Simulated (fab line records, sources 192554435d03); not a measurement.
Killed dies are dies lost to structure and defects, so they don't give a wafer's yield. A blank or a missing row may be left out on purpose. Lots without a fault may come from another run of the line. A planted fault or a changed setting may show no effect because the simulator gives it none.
Which tool did it? | flow n5_finfet | 13 lots, 37 wafers sampled, at 4 steps of a route of 1938

WHAT THE GAUGES READ, wafer by wafer
The record holds no reading of a measuring or inspecting step that can be judged against a usual standard deviation.

WHICH TOOL RAN EACH LOT (tool, then ch and the chambers of the sampled wafers, then the start)
lot  | N5_BEOL_M5_SPUTTER_81        | N5_BEOL_M5_SPUTTER_88        | N5_BEOL_M5_ANNEAL_89         | N5_BEOL_M5_ANNEAL_51
L719 | pvd_sputter-01, day 8 03:09  | pvd_sputter-01, day 8 05:19  | pvd_sputter-01, day 8 05:24  | rtp_anneal-02 ch 0, day 8 06:40
L720 | pvd_sputter-02, day 8 10:35  | pvd_sputter-02, day 8 14:56  | pvd_sputter-02, day 8 15:05  | rtp_anneal-01 ch 0, day 8 17:28
L721 | pvd_sputter-03, day 8 16:34  | pvd_sputter-03, day 8 18:44  | pvd_sputter-03, day 8 18:49  | rtp_anneal-01 ch 0, day 8 20:01
L724 | pvd_sputter-03, day 9 19:55  | pvd_sputter-03, day 9 22:16  | pvd_sputter-03, day 9 22:21  | rtp_anneal-01 ch 0, day 9 23:39
L726 | pvd_sputter-03, day 10 02:49 | pvd_sputter-03, day 10 04:59 | pvd_sputter-03, day 10 05:04 | rtp_anneal-01 ch 0, day 10 06:31
L727 | pvd_sputter-03, day 10 10:43 | pvd_sputter-03, day 10 12:53 | pvd_sputter-03, day 10 12:58 | rtp_anneal-01 ch 0, day 10 14:58
L728 | pvd_sputter-02, day 10 12:07 | pvd_sputter-02, day 10 14:17 | pvd_sputter-02, day 10 14:22 | rtp_anneal-01 ch 0, day 10 15:43
L732 | pvd_sputter-01, day 11 08:39 | pvd_sputter-01, day 11 10:50 | pvd_sputter-01, day 11 10:55 | rtp_anneal-01 ch 0, day 11 12:10
L736 | pvd_sputter-01, day 12 13:44 | pvd_sputter-01, day 12 15:55 | pvd_sputter-01, day 12 15:59 | rtp_anneal-02 ch 0, day 12 17:14
L737 | pvd_sputter-03, day 13 06:07 | pvd_sputter-03, day 13 08:18 | pvd_sputter-03, day 13 08:23 | rtp_anneal-02 ch 0, day 13 09:40
L740 | pvd_sputter-03, day 13 16:10 | pvd_sputter-03, day 13 18:20 | pvd_sputter-03, day 13 18:25 | rtp_anneal-02 ch 0, day 13 19:40
L739 | pvd_sputter-01, day 13 21:51 | pvd_sputter-01, day 14 00:01 | pvd_sputter-01, day 14 00:06 | rtp_anneal-01 ch 0, day 14 01:19
L741 | pvd_sputter-03, day 14 00:01 | pvd_sputter-03, day 14 02:11 | pvd_sputter-03, day 14 02:16 | rtp_anneal-02 ch 0, day 14 03:33
- N5_BEOL_M5_SPUTTER_81: material Cu, target thk 15 nm, time 27.62 s.
- N5_BEOL_M5_SPUTTER_88: material Cu, target thk 15 nm, time 27.62 s.
- N5_BEOL_M5_ANNEAL_89: time 1800 s.
- N5_BEOL_M5_ANNEAL_51: time 90 s.

WHAT THE TOOLS THEMSELVES READ (means of the sampled wafers that have a number; where no wafer has one, the mark that the record gives instead)
N5_BEOL_M5_SPUTTER_81. Usual: chamber_pressure_pa 0.06999 Pa, standard deviation 0.00013; throttle_valve_pct 30.2 %, standard deviation 0.7.
lot  | tool           | chamber_pressure_pa (Pa) | throttle_valve_pct (%) | flag
L719 | pvd_sputter-01 | 0.06993                  | 29.9                   |
L720 | pvd_sputter-02 | 0.07000                  | 30.3                   |
L721 | pvd_sputter-03 | 0.06991                  | 30.5                   |
L724 | pvd_sputter-03 | 0.06767                  | 30.4                   | OFF
L726 | pvd_sputter-03 | 0.06757                  | 30.9                   | OFF
L727 | pvd_sputter-03 | 0.06764                  | 30.2                   | OFF
L728 | pvd_sputter-02 | 0.06993                  | 30.5                   |
L732 | pvd_sputter-01 | 0.07006                  | 30.5                   |
L736 | pvd_sputter-01 | 0.06996                  | 29.7                   |
L737 | pvd_sputter-03 | 0.07001                  | 30.2                   |
L740 | pvd_sputter-03 | 0.06999                  | 29.9                   |
L739 | pvd_sputter-01 | 0.07000                  | 30.1                   |
L741 | pvd_sputter-03 | 0.07007                  | 30.2                   |

N5_BEOL_M5_SPUTTER_88. Usual: chamber_pressure_pa 0.07001 Pa, standard deviation 0.00014; throttle_valve_pct 30.2 %, standard deviation 0.74.
lot  | tool           | chamber_pressure_pa (Pa) | throttle_valve_pct (%) | flag
L719 | pvd_sputter-01 | 0.06989                  | 29.7                   |
L720 | pvd_sputter-02 | 0.06982                  | 30.4                   |
L721 | pvd_sputter-03 | 0.07010                  | 30.3                   |
L724 | pvd_sputter-03 | 0.07004                  | 29.6                   |
L726 | pvd_sputter-03 | 0.06995                  | 30.5                   |
L727 | pvd_sputter-03 | 0.07018                  | 29.6                   |
L728 | pvd_sputter-02 | 0.07006                  | 30.5                   |
L732 | pvd_sputter-01 | 0.07007                  | 30.3                   |
L736 | pvd_sputter-01 | 0.07008                  | 29.7                   |
L737 | pvd_sputter-03 | 0.07003                  | 30.3                   |
L740 | pvd_sputter-03 | 0.07010                  | 29.9                   |
L739 | pvd_sputter-01 | 0.06993                  | 29.8                   |
L741 | pvd_sputter-03 | 0.07000                  | 30.2                   |

N5_BEOL_M5_ANNEAL_89. Usual: heater_power_w 842 W, standard deviation 110.
lot  | tool           | heater_power_w (W) | flag
L719 | pvd_sputter-01 | 754                |
L720 | pvd_sputter-02 | 840                |
L721 | pvd_sputter-03 | 809                |
L724 | pvd_sputter-03 | 878                |
L726 | pvd_sputter-03 | 795                |
L727 | pvd_sputter-03 | 960                |
L728 | pvd_sputter-02 | 847                |
L732 | pvd_sputter-01 | 897                |
L736 | pvd_sputter-01 | 750                |
L737 | pvd_sputter-03 | 858                |
L740 | pvd_sputter-03 | 876                |
L739 | pvd_sputter-01 | 805                |
L741 | pvd_sputter-03 | 865                |

N5_BEOL_M5_ANNEAL_51. Usual: anneal_temp_c_max 226.4, standard deviation 0.3; wafer_temp_C_max 225.72, standard deviation 0.2.
lot  | tool          | anneal_temp_c_max | wafer_temp_C_max | flag
L719 | rtp_anneal-02 | 226.1             | 225.73           |
L720 | rtp_anneal-01 | 226.8             | 225.88           |
L721 | rtp_anneal-01 | 226.4             | 225.65           |
L724 | rtp_anneal-01 | 226.7             | 225.70           |
L726 | rtp_anneal-01 | 226.3             | 225.79           |
L727 | rtp_anneal-01 | 226.3             | 225.74           |
L728 | rtp_anneal-01 | 226.4             | 225.66           |
L732 | rtp_anneal-01 | 226.8             | 225.30           |
L736 | rtp_anneal-02 | 226.3             | 225.68           |
L737 | rtp_anneal-02 | 226.1             | 225.64           |
L740 | rtp_anneal-02 | 226.4             | 225.54           |
L739 | rtp_anneal-01 | 226.3             | 225.81           |
L741 | rtp_anneal-02 | 226.5             | 225.94           |

THE ANSWER, worked out from the rows above alone
Rule: a lot is off if the mean of its wafers that have a number lies more than 3 standard deviations from the usual mean. A lot without any number at a reading at which 4 lots or more have one is off too. The other lots that the step has rows for count as sound. The gauges are gone through in route order, then the tools' own readings, and for those a lot's mean is taken as printed above. The first step at which some lot is off is used, and at that step the reading that is off furthest; a lot without a number counts as furthest.
Off: L724, L726, L727, at N5_BEOL_M5_SPUTTER_81 (chamber_pressure_pa).
A tool fits if, at that step or a process step before it, it ran every lot that is off, and no sound lot after the first of them. None of those tried fits.

WHAT THE SIMULATOR HAD PUT IN
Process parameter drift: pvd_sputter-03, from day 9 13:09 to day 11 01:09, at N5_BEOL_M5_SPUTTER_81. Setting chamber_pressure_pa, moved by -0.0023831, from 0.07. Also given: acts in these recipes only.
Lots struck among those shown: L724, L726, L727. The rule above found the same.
